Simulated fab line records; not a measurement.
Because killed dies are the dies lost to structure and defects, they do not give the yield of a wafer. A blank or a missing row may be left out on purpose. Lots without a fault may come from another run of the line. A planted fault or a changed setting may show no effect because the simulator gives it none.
Which tool is to blame? + flow n5-finfet + 27 wafers from 9 lots sampled at 6 of the route's 1938 steps

== WHAT THE GAUGES READ, wafer by wafer ==
N5_BEOL_M1_OCD_MEAS_38.
| lot  | measured     | on     | trench-depth-nm (nm) |
|------|--------------|--------|----------------------|
| L432 | day 6 08:05  | ocd-02 | 55.3 54.7 56.2       |
| L431 | day 6 10:59  | ocd-01 | 55.8 56.4 55.5       |
| L439 | day 8 08:13  | ocd-01 | 46.7 45.0 45.3       |
| L442 | day 9 06:52  | ocd-01 | 45.6 45.5 55.5       |
| L443 | day 9 10:32  | ocd-02 | 54.5 53.9 54.9       |
| L444 | day 9 16:17  | ocd-02 | 54.6 55.6 54.7       |
| L447 | day 10 13:05 | ocd-02 | 55.2 55.3 56.2       |
| L449 | day 10 19:07 | ocd-01 | 53.5 55.1 54.6       |
| L451 | day 11 20:19 | ocd-02 | 54.8 55.0 56.4       |

N5_BEOL_M1_CD_MEAS_35: target cd 18 nm, target cd y 21 nm.
| lot  | measured     | on        | cd-nm (nm)        |
|------|--------------|-----------|-------------------|
| L432 | day 6 08:16  | cd-sem-03 | 18.03 17.45 17.69 |
| L431 | day 6 11:09  | cd-sem-02 | 17.81 17.49 18.34 |
| L439 | day 8 08:22  | cd-sem-01 | 17.84 18.11 18.12 |
| L442 | day 9 07:01  | cd-sem-03 | 17.78 17.64 18.15 |
| L443 | day 9 10:41  | cd-sem-03 | 18.40 18.42 18.68 |
| L444 | day 9 16:26  | cd-sem-01 | 17.76 17.72 17.67 |
| L447 | day 10 13:20 | cd-sem-01 | 18.22 18.56 18.13 |
| L449 | day 10 19:16 | cd-sem-03 | 18.26 18.29 18.05 |
| L451 | day 11 20:28 | cd-sem-03 | 17.93 17.89 17.76 |

N5_BEOL_M4_RC_MEAS_101.
| lot  | measured     | on        | DIBL_N (mV/V)  | DIBL_P (mV/V)  | IOFF_N (nA/um)    | IOFF_P (nA/um)    | ION_N (uA/um) | ION_P (uA/um) | SS_N (mV/dec)  | SS_P (mV/dec)  | VT_N (mV)         | VT_P (mV)            |
|------|--------------|-----------|----------------|----------------|-------------------|-------------------|---------------|---------------|----------------|----------------|-------------------|----------------------|
| L432 | day 7 19:14  | prober-02 | 37.8 37.2 38.0 | 35.0 35.9 36.3 | 0.163 0.155 0.161 | 0.205 0.225 0.222 | 663 672 664   | 456 466 457   | 72.0 71.1 71.8 | 73.1 72.1 73.2 | 250.6 249.4 250.6 | -251.6 -249.4 -248.1 |
| L431 | day 8 03:00  | prober-02 | 38.5 37.3 37.8 | 37.2 36.1 36.4 | 0.193 0.166 0.186 | 0.238 0.221 0.228 | 675 675 676   | 461 467 459   | 72.4 71.7 72.4 | 73.6 73.4 74.0 | 249.0 249.5 248.0 | -247.1 -250.3 -248.3 |
| L439 | day 10 01:58 | prober-01 | 36.1 35.1 34.5 | 37.9 36.0 35.8 | 0.168 0.144 0.128 | 0.210 0.177 0.178 | 679 674 660   | 464 458 460   | 71.3 71.2 71.1 | 74.0 73.6 73.0 | 247.3 250.4 252.3 | -248.0 -253.1 -252.5 |
| L442 | day 10 20:30 | prober-01 | 35.7 36.9 37.6 | 34.9 36.0 35.8 | 0.142 0.154 0.162 | 0.204 0.207 0.207 | 672 660 661   | 468 459 452   | 71.3 71.2 72.1 | 72.5 73.3 72.9 | 249.4 246.6 251.6 | -246.3 -248.5 -247.9 |
| L443 | day 10 21:04 | prober-02 | 37.0 37.2 37.8 | 36.7 38.1 37.9 | 0.177 0.190 0.192 | 0.185 0.202 0.205 | 682 687 686   | 456 458 459   | 71.9 71.6 71.6 | 73.0 74.1 73.4 | 247.8 247.5 244.2 | -255.2 -252.1 -253.5 |
| L444 | day 11 01:06 | prober-02 | 38.3 36.5 37.7 | 37.4 35.2 36.0 | 0.166 0.143 0.160 | 0.247 0.202 0.222 | 669 679 670   | 462 467 455   | 71.2 71.3 71.3 | 73.4 73.2 72.9 | 248.3 247.4 249.1 | -245.2 -248.1 -247.1 |
| L447 | day 12 08:04 | prober-02 | 36.4 38.5 36.7 | 35.6 38.1 36.1 | 0.141 0.177 0.150 | 0.203 0.247 0.213 | 683 692 676   | 470 472 467   | 71.8 71.7 72.1 | 73.0 73.6 72.8 | 250.3 246.2 248.3 | -251.5 -246.2 -247.7 |
| L449 | day 12 05:59 | prober-02 | 40.7 37.8 38.3 | 39.0 36.8 36.3 | 0.230 0.179 0.175 | 0.267 0.214 0.209 | 675 682 669   | 460 466 454   | 72.9 71.9 72.8 | 74.4 74.1 73.3 | 247.4 247.4 249.5 | -248.4 -249.9 -248.8 |
| L451 | day 13 07:33 | prober-02 | 36.0 36.4 36.4 | 34.2 33.9 35.0 | 0.153 0.162 0.162 | 0.213 0.216 0.231 | 670 661 665   | 462 457 466   | 71.6 71.6 71.4 | 73.0 71.9 73.6 | 250.2 250.8 250.8 | -250.2 -246.2 -248.0 |

== WHICH TOOL RAN EACH LOT (tool, then ch and the chambers of the sampled wafers, then the start) ==
| lot  | N5_BEOL_M1_ALD_98                 | N5_BEOL_M1_TRENCH_ETCH_37          | N5_BEOL_M1_SURFACE_TREAT_85  |
|------|-----------------------------------|------------------------------------|------------------------------|
| L432 | ald-sin-03 ch 1,2, day 6 06:34    | rie-diel-05 ch 1,3, day 6 07:56    | pvd-sputter-01, day 6 08:55  |
| L431 | ald-sin-01 ch 0,2, day 6 09:39    | rie-diel-01 ch 0,1,2, day 6 10:50  | pvd-sputter-01, day 6 11:55  |
| L439 | ald-sin-01 ch 0,1,3, day 8 05:09  | rie-diel-05 ch 0,1,2, day 8 08:03  | pvd-sputter-01, day 8 08:58  |
| L442 | ald-sin-04 ch 1,2,3, day 9 03:09  | rie-diel-05 ch 0,1,3, day 9 06:42  | pvd-sputter-03, day 9 07:52  |
| L443 | ald-sin-01 ch 1,3, day 9 09:07    | rie-diel-03 ch 0,3, day 9 10:23    | pvd-sputter-01, day 9 11:22  |
| L444 | ald-sin-04 ch 1,2,3, day 9 12:12  | rie-diel-01 ch 1,2, day 9 16:07    | pvd-sputter-02, day 9 17:10  |
| L447 | ald-sin-01 ch 0,3, day 10 02:49   | rie-diel-01 ch 0,3, day 10 12:55   | pvd-sputter-01, day 10 13:52 |
| L449 | ald-sin-01 ch 2,3, day 10 18:21   | rie-diel-03 ch 0,3, day 10 18:57   | pvd-sputter-01, day 10 20:14 |
| L451 | ald-sin-03 ch 0,1,3, day 11 16:31 | rie-diel-01 ch 0,1,3, day 11 20:10 | pvd-sputter-03, day 11 20:53 |
- N5_BEOL_M1_ALD_98: deposits SiO2, target thk 2.5 nm, pulse time 1 s, co reactant pulse time 1 s.
- N5_BEOL_M1_TRENCH_ETCH_37: etches SiOC in C4F6/O2, target depth 55.207 nm, time 29 s.
- N5_BEOL_M1_SURFACE_TREAT_85

== WHAT THE TOOLS THEMSELVES READ (means of the sampled wafers that have a number; where no wafer has one, the mark that the record gives instead) ==
N5_BEOL_M1_ALD_98.
| lot  | tool       | heater-power-w (W) | precursor-pulse-height-rel |
|------|------------|--------------------|----------------------------|
| L432 | ald-sin-03 | 79                 | 1.013                      |
| L431 | ald-sin-01 | 79                 | 0.994                      |
| L439 | ald-sin-01 | 77                 | 1.012                      |
| L442 | ald-sin-04 | 85                 | 0.989                      |
| L443 | ald-sin-01 | 76                 | 0.995                      |
| L444 | ald-sin-04 | 86                 | 0.999                      |
| L447 | ald-sin-01 | 82                 | 0.995                      |
| L449 | ald-sin-01 | 82                 | 1.004                      |
| L451 | ald-sin-03 | 85                 | 1.007                      |

N5_BEOL_M1_TRENCH_ETCH_37.
| lot  | tool        | C4F6_flow_sccm (sccm) | O2_flow_sccm (sccm) | drypump-motor-current-A (A) | oes-product-au (a.u.) | rf-vpp-V (V) | showerhead-plenum-p-Torr (Torr) | throttle-valve-pct (%) |
|------|-------------|-----------------------|---------------------|-----------------------------|-----------------------|--------------|---------------------------------|------------------------|
| L432 | rie-diel-05 | 9.992                 | 9.96                | 5.9                         | 0.80                  | 663          | 2.87                            | 21.19                  |
| L431 | rie-diel-01 | 9.984                 | 10.02               | 5.7                         | 0.84                  | 670          | 2.85                            | 20.69                  |
| L439 | rie-diel-05 | 10.001                | 9.97                | 5.6                         | 0.71                  | 656          | 2.86                            | 20.87                  |
| L442 | rie-diel-05 | 9.993                 | 10.00               | 5.8                         | 0.69                  | 659          | 2.84                            | 21.23                  |
| L443 | rie-diel-03 | 9.990                 | 10.00               | 6.2                         | 0.85                  | 662          | 2.84                            | 20.62                  |
| L444 | rie-diel-01 | 10.022                | 9.99                | 5.7                         | 0.83                  | 673          | 2.81                            | 20.60                  |
| L447 | rie-diel-01 | 9.979                 | 10.02               | 5.4                         | 0.82                  | 662          | 2.87                            | 20.76                  |
| L449 | rie-diel-03 | 10.018                | 10.01               | 6.2                         | 0.80                  | 661          | 2.79                            | 20.62                  |
| L451 | rie-diel-01 | 10.017                | 9.99                | 5.5                         | 0.83                  | 668          | 2.88                            | 20.76                  |

== THE ANSWER, worked out from the rows above alone ==
Rule: usual is defined by the lots themselves. The widest of any qualifying gaps counts: lots, ordered by their means at a reading, are off when they make up no more than a third of the lots, leave a main group of 4 or more, and stand apart from it by 3 or more times the standard deviation of that group's means. Not used: any main group whose means are identical at the precision the tables above print for the reading. Also off: a lot with no number at a reading for which 4 or more lots have one. All remaining lots with rows at the step are treated as sound. After the gauges, taken in route order, come the tools' own readings; for these a lot's mean is taken, as printed above. At the first step where some lot is off, the reading lying furthest off is the one used; lots without a number count as furthest.
Off, at N5_BEOL_M1_OCD_MEAS_38 on trench-depth-nm: L439, L442. The main group: mean 55.2 nm, standard deviation 0.53.
A tool fits if, at a process step before that reading, it ran every lot that is off, and no sound lot after the first of them. The gauges at N5_BEOL_M1_OCD_MEAS_38 aren't tried: what is off there is off at N5_BEOL_M1_TRENCH_ETCH_37 too, on other tools, and a gauge's error can't cause that. One fits: rie-diel-05 at N5_BEOL_M1_TRENCH_ETCH_37. Its last sound lot is L432 (day 6 07:56), its first lot that is off L439 (day 8 08:03): a fault that began between those two fits.
The tool's own readings at N5_BEOL_M1_TRENCH_ETCH_37 bear it out: on the lots that are off they differ by more than 5 times the standard deviation of the sound lots' means. oes-product-au reads 0.70 a.u. there against 0.82 a.u. on the sound lots.

== WHAT THE SIMULATOR HAD INSERTED ==
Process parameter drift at N5_BEOL_M1_TRENCH_ETCH_37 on rie-diel-05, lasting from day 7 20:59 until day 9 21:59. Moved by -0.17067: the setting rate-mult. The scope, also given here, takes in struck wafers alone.
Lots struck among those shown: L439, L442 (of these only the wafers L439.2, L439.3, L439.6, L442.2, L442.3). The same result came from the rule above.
